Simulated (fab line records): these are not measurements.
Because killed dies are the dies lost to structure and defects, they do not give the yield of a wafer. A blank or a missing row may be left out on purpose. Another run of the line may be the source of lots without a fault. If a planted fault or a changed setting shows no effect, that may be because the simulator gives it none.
Lot-split experiment | flow n5-finfet | route with 1938 steps; 7 lots, 21 wafers read

## SPLIT DETAILS
At N5_BEOL_M12_SPUTTER_44 (material Ta, target thk 10 nm, time 16.13 s), the setting time-s was moved away from the recipe's 16.13 s on 8 of the 21 wafers read, by -14.1% to +9.9%. All remaining wafers had this setting at the recipe value.

The split's own step is where the reading is taken.

## THE READING
Ta_of_BEOL_M12_SPUTTER_44.thk-nm (the simulator's own value, which no gauge read), in nm, at N5_BEOL_M12_SPUTTER_44 (material Ta, target thk 10 nm, time 16.13 s). The file gives no usual value for it. The 13 wafers here that ran the recipe average 9.9 nm, standard deviation 0.15 nm.

wafer  | tool, chamber at the split | time-s as run, s | against the recipe | Ta_of_BEOL_M12_SPUTTER_44.thk-nm, nm | against lot-mates on the recipe
L074.1 | pvd-sputter-03, -          | 13.85            | -14.1%             | 8.4                                  | -1.6
L074.3 | pvd-sputter-03, -          | 16.13            | recipe             | 10                                   | -
L074.6 | pvd-sputter-03, -          | 13.85            | -14.1%             | 8.6                                  | -1.4
L078.1 | pvd-sputter-02, -          | 16.13            | recipe             | 9.6                                  | -
L078.2 | pvd-sputter-02, -          | 16.13            | recipe             | 9.8                                  | -
L078.5 | pvd-sputter-02, -          | 16.13            | recipe             | 9.8                                  | -
L081.1 | pvd-sputter-02, -          | 16.13            | recipe             | 9.8                                  | -
L081.2 | pvd-sputter-02, -          | 16.13            | recipe             | 9.8                                  | -
L081.5 | pvd-sputter-02, -          | 16.13            | recipe             | 9.8                                  | -
L090.1 | pvd-sputter-02, -          | 14.47            | -10.3%             | 9                                    | no lot-mate on the recipe
L090.2 | pvd-sputter-02, -          | 14.47            | -10.3%             | 9                                    | no lot-mate on the recipe
L090.3 | pvd-sputter-02, -          | 14.47            | -10.3%             | 8.8                                  | no lot-mate on the recipe
L088.1 | pvd-sputter-02, -          | 16.13            | recipe             | 10                                   | -
L088.6 | pvd-sputter-02, -          | 16.13            | recipe             | 10                                   | -
L088.3 | pvd-sputter-02, -          | 17.73            | +9.9%              | 11                                   | +1.0
L097.1 | pvd-sputter-02, -          | 15.23            | -5.6%              | 9.2                                  | -0.6
L097.6 | pvd-sputter-02, -          | 15.23            | -5.6%              | 9.2                                  | -0.6
L097.5 | pvd-sputter-02, -          | 16.13            | recipe             | 9.8                                  | -
L096.1 | pvd-sputter-03, -          | 16.13            | recipe             | 10                                   | -
L096.2 | pvd-sputter-03, -          | 16.13            | recipe             | 10                                   | -
L096.4 | pvd-sputter-03, -          | 16.13            | recipe             | 10.2                                 | -

FIT RESULTS
A straight line over all 21 wafers: Ta_of_BEOL_M12_SPUTTER_44.thk-nm changes by +0.1 nm for each +1% of time-s; r = +0.97; the points scatter about the line by 0.15 nm.
The same after taking each lot's own level away (the mean of its wafers on the recipe; 18 wafers): +0.105 nm for each +1%; r = +0.99; scatter 0.069 nm.
According to that fit, moving time-s by its largest amount changes the reading by 1.5 nm.
Across the lots, their own levels run from 9.73 to 10.07 nm, a range of 2.2 times the standard deviation given above.
So the lot-to-lot level changes the slope little: the two slopes agree.
Check: with one of the wafers moved furthest among these (-14.1%) left out of the fit, the line predicts -1.43 nm for it against its lot-mates. It came out at -1.6 nm against them.

## THE OTHER SPLITS THESE WAFERS WENT THROUGH
Other splits were also applied to these wafers ahead of the reading. Each is held against what the fit with the lots' levels taken away leaves over:
other split on the same wafers | wafers away from the commonest value | r with Ta_of_BEOL_M12_SPUTTER_44.thk-nm (lot level and that fit taken away)
N5_BEOL_M10_VIA_ETCH_34 time-s | 13                                   | -0.06
N5_BEOL_M10_ETCH_41 source-w   | 8                                    | -0.05
N5_BEOL_M11_PECVD_70 time-s    | 7                                    | -0.20

## THE WHOLE CHAIN: every reading that the file lists as answering this split, in the file's order
step                    | what it does                                | reading                                                                           | change (the file's fit)                                                            | r (the file's)
N5_BEOL_M12_SPUTTER_44  | material Ta, target thk 10 nm, time 16.13 s | Ta_of_BEOL_M12_SPUTTER_44.thk-nm (the simulator's own value, which no gauge read) | +0.105 nm for each +1% of the setting                                              | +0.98
N5_PASSIVATION_PROBE_49 |                                             | killed-dies                                                                       | -35.2 for each +1% of the setting, in a fit together with spin-rpm@BEOL_M5_COAT_74 | 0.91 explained

## THE FILE'S OWN FIT
Ta_of_BEOL_M12_SPUTTER_44.thk-nm changes by +0.105 nm for each +1% of time-s, r = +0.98.
